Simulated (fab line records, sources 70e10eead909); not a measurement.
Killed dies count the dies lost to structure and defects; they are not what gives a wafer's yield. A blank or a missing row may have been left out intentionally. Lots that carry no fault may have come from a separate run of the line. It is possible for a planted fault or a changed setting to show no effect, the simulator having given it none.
A sampling plan put to the test || flow nand_harc || 24 faults told of in these records, all on one fab line, each judged by the records of the lots it struck
The plan consists of the line's own looks: route steps at which the wafer is read by a gauge or an inspection but not changed. Where struck wafers have a number at a look and the file lists that look's usual mean and standard deviation on fault-free wafers, the look can be judged. Caught: 4 or more of those standard deviations (sigma) separate the usual mean from the mean of the struck wafers at a look after the fault's first step. On the tool: the same test on the tool's own readings at the fault's steps. Another recipe on the struck wafers, or a record that is blank for them alone, also counts as caught.

THE FAULTS, as the simulator had put them in
1. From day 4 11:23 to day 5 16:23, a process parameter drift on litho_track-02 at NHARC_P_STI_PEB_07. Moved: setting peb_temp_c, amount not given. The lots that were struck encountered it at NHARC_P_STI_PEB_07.
2. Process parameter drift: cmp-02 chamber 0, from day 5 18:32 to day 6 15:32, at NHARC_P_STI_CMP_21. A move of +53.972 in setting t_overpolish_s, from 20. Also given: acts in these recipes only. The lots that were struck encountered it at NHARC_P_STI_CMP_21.
3. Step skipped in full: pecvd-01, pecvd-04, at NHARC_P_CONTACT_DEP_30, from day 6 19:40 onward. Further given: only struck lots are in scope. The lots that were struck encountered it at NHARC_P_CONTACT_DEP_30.
4. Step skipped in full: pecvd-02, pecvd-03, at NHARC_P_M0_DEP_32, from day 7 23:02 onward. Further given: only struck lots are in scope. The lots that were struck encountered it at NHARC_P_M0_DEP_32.
5. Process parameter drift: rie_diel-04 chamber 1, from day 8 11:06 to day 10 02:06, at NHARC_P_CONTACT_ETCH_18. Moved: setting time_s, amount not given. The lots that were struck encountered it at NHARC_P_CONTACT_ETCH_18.
6. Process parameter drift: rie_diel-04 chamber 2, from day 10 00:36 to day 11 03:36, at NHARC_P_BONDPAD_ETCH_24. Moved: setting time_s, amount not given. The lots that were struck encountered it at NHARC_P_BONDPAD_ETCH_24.
7. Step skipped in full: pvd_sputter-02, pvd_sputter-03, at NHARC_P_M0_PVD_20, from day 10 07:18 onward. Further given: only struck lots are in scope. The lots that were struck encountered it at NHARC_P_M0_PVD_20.
8. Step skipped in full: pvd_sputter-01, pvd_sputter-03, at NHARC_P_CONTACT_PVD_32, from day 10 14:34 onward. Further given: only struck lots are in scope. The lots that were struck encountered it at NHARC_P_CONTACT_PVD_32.
9. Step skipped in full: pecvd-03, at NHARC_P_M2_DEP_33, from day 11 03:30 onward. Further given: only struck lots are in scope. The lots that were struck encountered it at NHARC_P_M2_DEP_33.
10. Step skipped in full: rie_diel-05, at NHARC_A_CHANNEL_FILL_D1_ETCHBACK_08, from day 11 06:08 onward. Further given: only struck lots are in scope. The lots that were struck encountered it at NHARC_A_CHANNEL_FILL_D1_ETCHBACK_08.
11. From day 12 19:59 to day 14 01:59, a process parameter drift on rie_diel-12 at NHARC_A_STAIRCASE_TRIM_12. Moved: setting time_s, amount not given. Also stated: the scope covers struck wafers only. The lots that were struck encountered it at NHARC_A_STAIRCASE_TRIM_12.
12. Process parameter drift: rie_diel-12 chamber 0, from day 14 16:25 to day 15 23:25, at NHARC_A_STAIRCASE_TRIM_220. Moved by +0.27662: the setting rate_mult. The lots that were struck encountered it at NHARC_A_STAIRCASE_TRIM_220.
13. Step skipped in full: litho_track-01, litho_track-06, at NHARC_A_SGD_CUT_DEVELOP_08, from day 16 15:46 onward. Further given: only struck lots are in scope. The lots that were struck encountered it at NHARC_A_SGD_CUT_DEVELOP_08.
14. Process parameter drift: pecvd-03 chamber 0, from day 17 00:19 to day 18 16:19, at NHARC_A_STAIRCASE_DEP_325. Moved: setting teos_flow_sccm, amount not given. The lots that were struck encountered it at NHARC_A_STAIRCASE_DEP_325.
15. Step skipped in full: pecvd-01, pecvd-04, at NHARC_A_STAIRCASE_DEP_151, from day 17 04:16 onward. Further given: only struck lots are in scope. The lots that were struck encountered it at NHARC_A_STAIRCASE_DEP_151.
16. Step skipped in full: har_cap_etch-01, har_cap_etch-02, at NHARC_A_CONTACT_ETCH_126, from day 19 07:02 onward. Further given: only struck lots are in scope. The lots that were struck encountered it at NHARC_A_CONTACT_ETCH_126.
17. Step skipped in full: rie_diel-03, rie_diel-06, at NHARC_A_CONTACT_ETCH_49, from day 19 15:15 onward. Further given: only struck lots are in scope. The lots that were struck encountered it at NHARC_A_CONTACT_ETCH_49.
18. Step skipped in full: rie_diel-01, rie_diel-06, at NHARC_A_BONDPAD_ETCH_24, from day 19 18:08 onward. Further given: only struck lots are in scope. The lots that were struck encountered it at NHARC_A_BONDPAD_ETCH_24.
19. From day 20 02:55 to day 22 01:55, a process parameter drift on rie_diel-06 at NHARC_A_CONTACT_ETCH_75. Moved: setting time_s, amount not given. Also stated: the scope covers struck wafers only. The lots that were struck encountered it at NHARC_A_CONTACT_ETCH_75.
20. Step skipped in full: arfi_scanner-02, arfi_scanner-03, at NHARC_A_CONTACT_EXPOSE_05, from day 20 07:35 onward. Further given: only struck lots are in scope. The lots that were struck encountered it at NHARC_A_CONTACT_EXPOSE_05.
21. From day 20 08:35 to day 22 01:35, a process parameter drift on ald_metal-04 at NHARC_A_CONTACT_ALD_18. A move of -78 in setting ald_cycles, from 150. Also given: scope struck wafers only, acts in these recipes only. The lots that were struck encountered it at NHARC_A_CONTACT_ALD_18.
22. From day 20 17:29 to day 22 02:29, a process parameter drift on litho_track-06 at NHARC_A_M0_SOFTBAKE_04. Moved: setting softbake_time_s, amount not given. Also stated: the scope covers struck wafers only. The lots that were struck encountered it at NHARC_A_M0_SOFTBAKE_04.
23. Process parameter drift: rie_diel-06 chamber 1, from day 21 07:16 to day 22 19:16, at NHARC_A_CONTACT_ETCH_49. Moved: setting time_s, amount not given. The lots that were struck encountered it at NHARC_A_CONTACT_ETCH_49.
24. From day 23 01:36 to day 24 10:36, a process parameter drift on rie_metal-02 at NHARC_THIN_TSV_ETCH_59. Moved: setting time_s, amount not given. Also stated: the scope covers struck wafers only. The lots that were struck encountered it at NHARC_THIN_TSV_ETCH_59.

WHAT THE PLAN SAW
{"fault": 1, "on the tool itself": "plate_temp_C -22 sigma", "first look that catches it": "NHARC_P_STI_CD_MEAS_09", "reading, sigma": "cd_nm -14", "median hours from its first step to that look": 0.1, "hours from the fault's start to the first struck lot there": 6, "judged looks passed uncaught": 0}
{"fault": 2, "on the tool itself": "overpolish_run_s +99 or beyond sigma", "first look that catches it": "none of the 2 looks that can be judged after it", "reading, sigma": "strongest: killed_open at NHARC_END_SORT_01, +2.5", "median hours from its first step to that look": "-", "hours from the fault's start to the first struck lot there": "-", "judged looks passed uncaught": 2}
{"fault": 3, "on the tool itself": "the tool's record is blank for the struck wafers", "first look that catches it": "no look after it can be judged", "reading, sigma": "-", "median hours from its first step to that look": "-", "hours from the fault's start to the first struck lot there": "-", "judged looks passed uncaught": 0}
{"fault": 4, "on the tool itself": "the tool's record is blank for the struck wafers", "first look that catches it": "no look after it can be judged", "reading, sigma": "-", "median hours from its first step to that look": "-", "hours from the fault's start to the first struck lot there": "-", "judged looks passed uncaught": 0}
{"fault": 5, "on the tool itself": "run_length_s -99 or beyond sigma", "first look that catches it": "no look after it can be judged", "reading, sigma": "-", "median hours from its first step to that look": "-", "hours from the fault's start to the first struck lot there": "-", "judged looks passed uncaught": 0}
{"fault": 6, "on the tool itself": "run_length_s -50 sigma", "first look that catches it": "no look after it can be judged", "reading, sigma": "-", "median hours from its first step to that look": "-", "hours from the fault's start to the first struck lot there": "-", "judged looks passed uncaught": 0}
{"fault": 7, "on the tool itself": "the tool's record is blank for the struck wafers", "first look that catches it": "no look after it can be judged", "reading, sigma": "-", "median hours from its first step to that look": "-", "hours from the fault's start to the first struck lot there": "-", "judged looks passed uncaught": 0}
{"fault": 8, "on the tool itself": "the tool's record is blank for the struck wafers", "first look that catches it": "no look after it can be judged", "reading, sigma": "-", "median hours from its first step to that look": "-", "hours from the fault's start to the first struck lot there": "-", "judged looks passed uncaught": 0}
{"fault": 9, "on the tool itself": "the tool's record is blank for the struck wafers", "first look that catches it": "not the one look that can be judged after it", "reading, sigma": "-", "median hours from its first step to that look": "-", "hours from the fault's start to the first struck lot there": "-", "judged looks passed uncaught": 1}
{"fault": 10, "on the tool itself": "the tool's record is blank for the struck wafers", "first look that catches it": "not the one look that can be judged after it", "reading, sigma": "-", "median hours from its first step to that look": "-", "hours from the fault's start to the first struck lot there": "-", "judged looks passed uncaught": 1}
{"fault": 11, "on the tool itself": "run_length_s -99 or beyond sigma", "first look that catches it": "no look after it can be judged", "reading, sigma": "-", "median hours from its first step to that look": "-", "hours from the fault's start to the first struck lot there": "-", "judged looks passed uncaught": 0}
{"fault": 12, "on the tool itself": "oes_product_au +21 sigma", "first look that catches it": "no look after it can be judged", "reading, sigma": "-", "median hours from its first step to that look": "-", "hours from the fault's start to the first struck lot there": "-", "judged looks passed uncaught": 0}
{"fault": 13, "on the tool itself": "the tool's record is blank for the struck wafers", "first look that catches it": "no look after it can be judged", "reading, sigma": "-", "median hours from its first step to that look": "-", "hours from the fault's start to the first struck lot there": "-", "judged looks passed uncaught": 0}
{"fault": 14, "on the tool itself": "mfc_precursor_sccm +92 sigma", "first look that catches it": "no look after it can be judged", "reading, sigma": "-", "median hours from its first step to that look": "-", "hours from the fault's start to the first struck lot there": "-", "judged looks passed uncaught": 0}
{"fault": 15, "on the tool itself": "the tool's record is blank for the struck wafers", "first look that catches it": "no look after it can be judged", "reading, sigma": "-", "median hours from its first step to that look": "-", "hours from the fault's start to the first struck lot there": "-", "judged looks passed uncaught": 0}
{"fault": 16, "on the tool itself": "the tool's record is blank for the struck wafers", "first look that catches it": "no look after it can be judged", "reading, sigma": "-", "median hours from its first step to that look": "-", "hours from the fault's start to the first struck lot there": "-", "judged looks passed uncaught": 0}
{"fault": 17, "on the tool itself": "the tool's record is blank for the struck wafers", "first look that catches it": "no look after it can be judged", "reading, sigma": "-", "median hours from its first step to that look": "-", "hours from the fault's start to the first struck lot there": "-", "judged looks passed uncaught": 0}
{"fault": 18, "on the tool itself": "the tool's record is blank for the struck wafers", "first look that catches it": "no look after it can be judged", "reading, sigma": "-", "median hours from its first step to that look": "-", "hours from the fault's start to the first struck lot there": "-", "judged looks passed uncaught": 0}
{"fault": 19, "on the tool itself": "run_length_s -29 sigma", "first look that catches it": "not the one look that can be judged after it", "reading, sigma": "-", "median hours from its first step to that look": "-", "hours from the fault's start to the first struck lot there": "-", "judged looks passed uncaught": 1}
{"fault": 20, "on the tool itself": "no reading that can be judged", "first look that catches it": "no look after it can be judged", "reading, sigma": "-", "median hours from its first step to that look": "-", "hours from the fault's start to the first struck lot there": "-", "judged looks passed uncaught": 0}
{"fault": 21, "on the tool itself": "under 2 sigma", "first look that catches it": "no look after it can be judged", "reading, sigma": "-", "median hours from its first step to that look": "-", "hours from the fault's start to the first struck lot there": "-", "judged looks passed uncaught": 0}
{"fault": 22, "on the tool itself": "heater_power_total_W +99 or beyond sigma", "first look that catches it": "none of the 2 looks that can be judged after it", "reading, sigma": "-", "median hours from its first step to that look": "-", "hours from the fault's start to the first struck lot there": "-", "judged looks passed uncaught": 2}
{"fault": 23, "on the tool itself": "run_length_s -99 or beyond sigma", "first look that catches it": "no look after it can be judged", "reading, sigma": "-", "median hours from its first step to that look": "-", "hours from the fault's start to the first struck lot there": "-", "judged looks passed uncaught": 0}
{"fault": 24, "on the tool itself": "run_length_s -27 sigma", "first look that catches it": "not the one look that can be judged after it", "reading, sigma": "-", "median hours from its first step to that look": "-", "hours from the fault's start to the first struck lot there": "-", "judged looks passed uncaught": 1}
A dash: this means the fault isn't caught or the number doesn't appear in these records.

Caught at a look: 1 of 24. Caught on the tool: 22 of 24. By one or the other: 22 of 24.
Faults caught by the tool alone: 2, 3, 4, 5, 6, 7, 8, 9, 10, 11, 12, 13, 14, 15, 16, 17, 18, 19, 22, 23, 24.
Caught by neither: faults 20, 21.

THINNER SAMPLING
If the look that catches a fault measured only every second or every third lot, by lot number, the first struck lot would be measured this late in the worst case:
{"fault": 1, "struck lots at that look, in order of time": "L354, L355", "every lot": "6 h", "every second lot": "15 h", "every third lot": "may miss all 2"}
Hours are from the fault's start to the first struck lot that is measured. Since the struck wafers were tested as one group against 4 sigma, a single lot by itself may lie under the limit. Other struck lots may not be in these records.

THE LONGEST TIMED WAY FROM STEP TO LOOK
For fault 1, NHARC_P_STI_PEB_07 and NHARC_P_STI_CD_MEAS_09 are separated by a median of 0.1 hours. No look between them can be judged.
